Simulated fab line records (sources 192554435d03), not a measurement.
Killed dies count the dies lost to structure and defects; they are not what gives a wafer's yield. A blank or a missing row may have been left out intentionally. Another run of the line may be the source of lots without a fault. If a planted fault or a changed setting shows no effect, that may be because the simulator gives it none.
Lot-split experiment | flow n5-finfet | 21 wafers read from 7 lots, route of 1938 steps

## THE SPLIT ITSELF
At N5_BEOL_M11_DESCUM_16 (chemistry O2, time 7.9 s), the setting time-s was moved away from the recipe's 7.9 s on 7 of the 21 wafers read, by -14.5% to +9.1%. All remaining wafers had this setting at the recipe value.

There is no step in the file separating the split from the reading.

## THE READING
CAR-ArF_of_BEOL_M11_COAT_05.thk-nm (the simulator's own value, which no gauge read), in nm, at N5_BEOL_M11_ETCH_61 (etches SiARC in CF4, target depth 39 nm, time 65 s). The file does not state a usual value for it. Across the 14 wafers here that went through the recipe, the average is 55.6 nm and the standard deviation 0.26 nm.

wafer  | tool, chamber at the split | time-s as run, s | against the recipe | CAR-ArF_of_BEOL_M11_COAT_05.thk-nm, nm | against lot-mates on the recipe
L074.1 | rie-diel-03, 2             | 8.622            | +9.1%              | 55                                     | -0.5
L074.3 | rie-diel-03, 0             | 7.9              | recipe             | 55.4                                   | -
L074.5 | rie-diel-03, 2             | 7.9              | recipe             | 55.6                                   | -
L079.1 | rie-diel-04, 1,3           | 7.9              | recipe             | 55.4                                   | -
L079.4 | rie-diel-04, 0             | 7.9              | recipe             | 55.2                                   | -
L079.5 | rie-diel-04, 1,3           | 7.9              | recipe             | 55.2                                   | -
L078.3 | rie-diel-03, 3             | 7.116            | -9.9%              | 56                                     | +0.4
L078.4 | rie-diel-03, 0             | 7.116            | -9.9%              | 55.8                                   | +0.2
L078.5 | rie-diel-03, 1             | 7.9              | recipe             | 55.6                                   | -
L086.3 | rie-diel-03, 0             | 7.9              | recipe             | 55.4                                   | -
L086.4 | rie-diel-03, 3,1           | 6.931            | -12.3%             | 56                                     | +0.6
L086.6 | rie-diel-03, 3,1           | 6.931            | -12.3%             | 56.2                                   | +0.8
L090.1 | rie-diel-06, 0             | 7.9              | recipe             | 56                                     | -
L090.5 | rie-diel-06, 3,2           | 7.9              | recipe             | 56                                     | -
L090.6 | rie-diel-06, 3,2           | 7.9              | recipe             | 56                                     | -
L091.1 | rie-diel-04, 1             | 7.9              | recipe             | 55.4                                   | -
L091.3 | rie-diel-04, 3             | 7.9              | recipe             | 55.4                                   | -
L091.5 | rie-diel-04, 2             | 7.9              | recipe             | 55.6                                   | -
L094.1 | rie-diel-03, 0             | 6.753            | -14.5%             | 56.2                                   | +0.6
L094.3 | rie-diel-03, 2             | 6.753            | -14.5%             | 56.4                                   | +0.8
L094.6 | rie-diel-03, 2             | 7.9              | recipe             | 55.6                                   | -
Rows listing several chambers each stand for several wafers; the file does not say which wafer went through which chamber.

THE FIT
A straight line over all 21 wafers: CAR-ArF_of_BEOL_M11_COAT_05.thk-nm changes by -0.0478 nm for each +1% of time-s; r = -0.79; the points scatter about the line by 0.24 nm.
The same after taking each lot's own level away (the mean of its wafers on the recipe; 21 wafers): -0.0486 nm for each +1%; r = -0.95; scatter 0.11 nm.
On that fit, the largest move of time-s shifts the reading by 0.7 nm.
Across the lots, their own levels run from 55.27 to 56.00 nm, a range of 2.8 times the standard deviation given above.
So the lot-to-lot level blurs the effect unless lot-mates are compared.
Check: with one of the wafers moved furthest among these (-14.5%) left out of the fit, the line predicts +0.72 nm for it against its lot-mates. It came out at +0.6 nm against them.

## THESE WAFERS: OTHER SPLITS
Note: prior to the reading, these wafers also went through further splits. Each is held against what the fit with the lots' levels taken away leaves over:
other split on the same wafers | wafers away from the commonest value | r with CAR-ArF_of_BEOL_M11_COAT_05.thk-nm (lot level and that fit taken away)
N5_BEOL_M4_DEP_57 time-s       | 6                                    | +0.14
N5_BEOL_M5_ETCH_68 time-s      | 8                                    | +0.48
N5_BEOL_M7_ETCH_61 source-w    | 4                                    | +0.16
N5_BEOL_M9_ETCH_62 time-s      | 6                                    | -0.23
N5_BEOL_M9_COAT_75 spin-rpm    | 7                                    | +0.29
N5_BEOL_M11_EXPOSE_08 dose-mj  | 6                                    | +0.14

## THE WHOLE CHAIN: every reading that the file lists as answering this split, in the file's order
step                  | what it does                                       | reading                                                                             | change (the file's fit)                | r (the file's)
N5_BEOL_M11_DESCUM_16 | chemistry O2, time 7.9 s                           | CAR-ArF_of_BEOL_M11_COAT_05.thk-nm (the simulator's own value, which no gauge read) | -0.0507 nm for each +1% of the setting | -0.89
N5_BEOL_M11_ETCH_61   | etches SiARC in CF4, target depth 39 nm, time 65 s | CAR-ArF_of_BEOL_M11_COAT_05.thk-nm (the simulator's own value, which no gauge read) | -0.0484 nm for each +1% of the setting | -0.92

## FILE'S OWN FIT
CAR-ArF_of_BEOL_M11_COAT_05.thk-nm changes by -0.0484 nm for each +1% of time-s, r = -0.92.
